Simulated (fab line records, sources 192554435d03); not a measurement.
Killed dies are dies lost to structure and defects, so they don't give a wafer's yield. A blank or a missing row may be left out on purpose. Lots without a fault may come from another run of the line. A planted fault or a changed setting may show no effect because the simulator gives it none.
A struck lot beside a sound one | flow n5_finfet | 23 steps out of a route of 1938
Sound: wafers L316.1, L316.2, L316.5. Struck: wafer L323.6. (L323.1 of the same lot was not struck and is left out.) The cause comes at the end.
At each step with rows: each side's tool, then ch and its chambers, then its first start. Under that, the readings that differ: sound wafers | struck wafers | difference of the means | sigmas: that difference in standard deviations of wafers without a fault.
alike: readings whose means differ by less than 2 such deviations, and words and numbers that are the same on both sides. not compared: withheld readings, readings that some wafer has no value for, bounds like >300 that may hide the same value, and numbers for which the record gives no deviation and whose values overlap.
The two part at a step that has a row with sigmas, a row that says differs or no value, or rows on one side only. Numbers that don't overlap but have no deviation are shown without sigmas and don't part them. A reading that every wafer of one side lacks parts them only if that side has two wafers or more.

first, 10 steps without rows for these wafers: N5_SD_EPI_N_PRECLEAN_24 (cleans in O3/DIW, time 60 s); N5_SD_EPI_N_SRD_25 (time 30 s); N5_SD_EPI_N_PRECLEAN_49 (cleans in NF3:NH3, afs cycles 1, time 20 s, sublimation time 60 s); N5_SD_EPI_N_LINER_46 (material SiNx, target thk 3 nm); N5_SD_EPI_P_COAT_34 (time 60 s, resist thk 350 nm); N5_SD_EPI_P_COAT_35 (time 60 s, resist thk 35 nm); N5_SD_EPI_P_COAT_03 (resist thk 150 nm); N5_SD_EPI_P_EBR_05; N5_SD_EPI_P_SOFTBAKE_04 (time 60 s); N5_SD_EPI_P_EXPOSE_06 (exposes mask SD P BLK, target cd 240 nm).
N5_SD_EPI_P_PEB_07: peb time 60 s.
  sound on litho_track-03 ch 0, day 3 12:25; struck on litho_track-03 ch 0, day 5 09:34
then, 1 step without rows for these wafers: N5_SD_EPI_P_DEVELOP_08 (develop time 30 s).
N5_SD_EPI_P_CD_MEAS_09: target cd 240 nm.
  sound on cd_sem-03 ch 0, day 3 12:29; struck on cd_sem-03 ch 0, day 5 09:38
  reading    | sound             | struck | difference | sigmas
  cd_nm (nm) | 241.9 241.4 240.9 | 247.1  | +5.7       | +7
N5_SD_EPI_P_DESCUM_14: chemistry O2, time 7.9 s.
  sound on rie_diel-05 ch 0,1,3, day 3 12:34; struck on rie_diel-03 ch 1, day 5 09:43
  reading                   | sound           | struck | difference | sigmas
  model.SD_EPI_P.cd_nm (nm) | 241.6 241.2 241 | 246.8  | +5.5       |
  alike: drypump_motor_current_A, oes_product_au, rf_vpp_V, showerhead_plenum_p_Torr, throttle_valve_pct
  not compared: rf_hours_counter_h
then, 7 steps without rows for these wafers: N5_SD_EPI_P_ETCH_36 (etches SiARC in CF4, target depth 45.5 nm, time 75.8 s); N5_SD_EPI_P_ETCH_37 (etches SOC in N2/H2, overetch 108 nm, time 486 s); N5_SD_EPI_P_STRIP_38 (strips in N2/H2); N5_SD_EPI_P_ETCHBACK_46 (etches SiNx in CH3F/O2, stops on SiO2, target depth 17.5 nm); N5_SD_EPI_P_ETCH_47 (etches SiOCN in CH3F/O2, target depth 25 nm); N5_SD_EPI_P_ETCH_16 (etches SiO2 in CHF3/O2, target depth 5 nm); N5_SD_EPI_P_STRIP_50 (strips in CHF3/O2).
N5_SD_EPI_P_SD_RECESS_17: chemistry HBr/Cl2/O2, target depth 39.1 nm, bt time 3 s.
  sound on rie_si-03 ch 2,3, day 3 13:16; struck on rie_si-03 ch 3, day 5 10:24
  reading                   | sound         | struck | difference | sigmas
  model.SD_EPI_P.cd_nm (nm) | 243.4 243 241 | 249.6  | +7.1       |
  alike: drypump_motor_current_A, oes_product_au, throttle_valve_pct
  not compared: rf_hours_counter_h
then, 1 step without rows for these wafers: N5_SD_EPI_P_WET_ETCH_45 (etches SiO2 in dHF, time 10.7 s, target depth 2 nm, rinse time 30 s).

WHERE THEY PART
Only at N5_SD_EPI_P_CD_MEAS_09, within this record. Later steps at which nothing parts them and some readings are alike: N5_SD_EPI_P_DESCUM_14, N5_SD_EPI_P_SD_RECESS_17.

WHY: what the simulator had put in
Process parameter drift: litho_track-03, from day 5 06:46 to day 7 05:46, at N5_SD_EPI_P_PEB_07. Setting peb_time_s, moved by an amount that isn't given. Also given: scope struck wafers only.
